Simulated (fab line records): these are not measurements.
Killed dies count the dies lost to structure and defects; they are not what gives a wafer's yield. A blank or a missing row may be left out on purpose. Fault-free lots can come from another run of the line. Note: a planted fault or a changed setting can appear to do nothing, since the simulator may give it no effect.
Check of tool commonality ; flow nandHarc ; 12 lots, 36 wafers sampled

## WHY IT WAS OPENED
At NHARC_P_GATE_INSPECT_68 the reading rawDefectCount is flagged on 2 of 12 lots. Wafers without a fault read 199, standard deviation 72.
Rule: a lot is flagged in two cases, either no wafer of it has a number, or all its wafers with numbers fall more than 4 standard deviations from that mean. As for the other lots, they are considered sound.

lot;measured;on;rawDefectCount, wafer by wafer;flag
L290;day 6 05:36;defectInspect-02;199 148 137;
L291;day 6 18:37;defectInspect-02;265 200 193;
L294;day 7 23:52;defectInspect-01;104 139 246;
L295;day 8 04:41;defectInspect-01;95 108 132;
L298;day 9 06:11;defectInspect-01;204 194 237;
L299;day 9 18:27;defectInspect-02;210 177 200;
L300;day 10 06:55;defectInspect-02;157 215 216;
L301;day 10 20:28;defectInspect-01;302 428 293;
L303;day 11 22:28;defectInspect-01;586 549 566;FLAGGED
L302;day 11 23:10;defectInspect-01;216 129 177;
L304;day 11 23:56;defectInspect-02;800 538 744;FLAGGED
L312;day 15 09:32;defectInspect-02;134 147 122;
Average over the flagged lots: 630; offset from the usual +432, equal to +6 standard deviations.

## LOT BY LOT: THE TOOL USED
Before the reading, the record contains 3 process steps out of a 1302-step route. Every cell lists first the tool, next ch and the chambers used by the sampled wafers, and last the start.
lot;flag;NHARC_P_GATE_STRIP_75;NHARC_P_GATE_DESCUM_61;NHARC_P_GATE_ETCH_77
L290;;plasmaAsher-01 ch 0,1, day 5 23:55;rieDiel-12 ch 2,3, day 6 00:59;wetBench-04 ch 0,1,2, day 6 04:33
L291;;plasmaAsher-02 ch 0,1, day 6 12:50;rieDiel-03 ch 0,1,2, day 6 13:55;wetBench-01 ch 2,3,4, day 6 17:27
L294;;plasmaAsher-01 ch 0,1, day 7 18:18;rieDiel-03 ch 0,2,3, day 7 19:23;wetBench-02 ch 2,5,7, day 7 22:49
L295;;plasmaAsher-02 ch 0,1, day 7 22:58;rieDiel-12 ch 2,3, day 8 00:05;wetBench-04 ch 4,5,7, day 8 03:38
L298;;plasmaAsher-01 ch 0,1, day 9 00:24;rieDiel-12 ch 0,2,3, day 9 01:29;wetBench-02 ch 0,1,5, day 9 05:05
L299;;plasmaAsher-02 ch 0, day 9 12:51;rieDiel-03 ch 0,2,3, day 9 13:57;wetBench-02 ch 0,4,5, day 9 17:23
L300;;plasmaAsher-01 ch 0,1, day 10 01:20;rieDiel-07 ch 0,2,3, day 10 02:17;wetBench-02 ch 0,2,3, day 10 05:50
L301;;plasmaAsher-01 ch 0,1, day 10 14:41;rieDiel-07 ch 1,2,3, day 10 15:46;wetBench-02 ch 0,2,3, day 10 19:23
L303;FLAGGED;plasmaAsher-01 ch 0, day 11 16:38;rieDiel-03 ch 0,1,3, day 11 17:43;wetBench-02 ch 0,2,4, day 11 21:25
L302;;plasmaAsher-01 ch 0,1, day 11 17:28;rieDiel-07 ch 0,2,3, day 11 18:34;wetBench-04 ch 0,2,7, day 11 22:07
L304;FLAGGED;plasmaAsher-01 ch 1, day 11 18:16;rieDiel-07 ch 0,1, day 11 19:13;wetBench-02 ch 2,5,7, day 11 22:53
L312;;plasmaAsher-02 ch 0, day 15 03:49;rieDiel-12 ch 0,2,3, day 15 04:55;wetBench-01 ch 0,1,5, day 15 08:28
What the steps here do:
- NHARC_P_GATE_STRIP_75: strips in O2.
- NHARC_P_GATE_DESCUM_61: chemistry O2, time 3 s.
- NHARC_P_GATE_ETCH_77: etches SiO2 in dHF, target depth 6 nm.
- NHARC_P_GATE_INSPECT_68

## FLAGGED AGAINST TOTAL, ONE TOOL AT A TIME (gauges that did the reading follow at the end)
step;tool;lots run;flagged;share of the flagged lots;sound lots run after its first flagged lot
NHARC_P_GATE_STRIP_75;plasmaAsher-01;8;2;all;1 (L302)
NHARC_P_GATE_STRIP_75;plasmaAsher-02;4;0;none;-
NHARC_P_GATE_DESCUM_61;rieDiel-03;4;1;some;0
NHARC_P_GATE_DESCUM_61;rieDiel-07;4;1;some;0
NHARC_P_GATE_DESCUM_61;rieDiel-12;4;0;none;-
NHARC_P_GATE_ETCH_77;wetBench-01;2;0;none;-
NHARC_P_GATE_ETCH_77;wetBench-02;7;2;all;0
NHARC_P_GATE_ETCH_77;wetBench-04;3;0;none;-
NHARC_P_GATE_INSPECT_68;defectInspect-01;6;1;some;1 (L302)
NHARC_P_GATE_INSPECT_68;defectInspect-02;6;1;some;1 (L312)

## WHAT THE TABLE ALLOWS
Every flagged lot went through 2 rows of the table: plasmaAsher-01 at NHARC_P_GATE_STRIP_75 and wetBench-02 at NHARC_P_GATE_ETCH_77.
- plasmaAsher-01 at NHARC_P_GATE_STRIP_75 ran 8 lots, 2 of them flagged. Sound lots ran on it after the first flagged one (L302), which a lasting fault on the whole tool wouldn't allow.
- wetBench-02 at NHARC_P_GATE_ETCH_77 ran 7 lots, 2 of them flagged. Last sound lot L301 at day 10 19:23, first flagged lot L303 at day 11 21:25; a fault beginning in between fits.
What remains is a single tool, wetBench-02 at NHARC_P_GATE_ETCH_77.

## WHAT THE SIMULATOR HAD INSERTED
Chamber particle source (wetBench-02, NHARC_P_GATE_ETCH_77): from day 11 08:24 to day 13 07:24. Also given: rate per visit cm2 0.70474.
Lots struck among those shown: L303, L304. This agrees with what the rule above found.
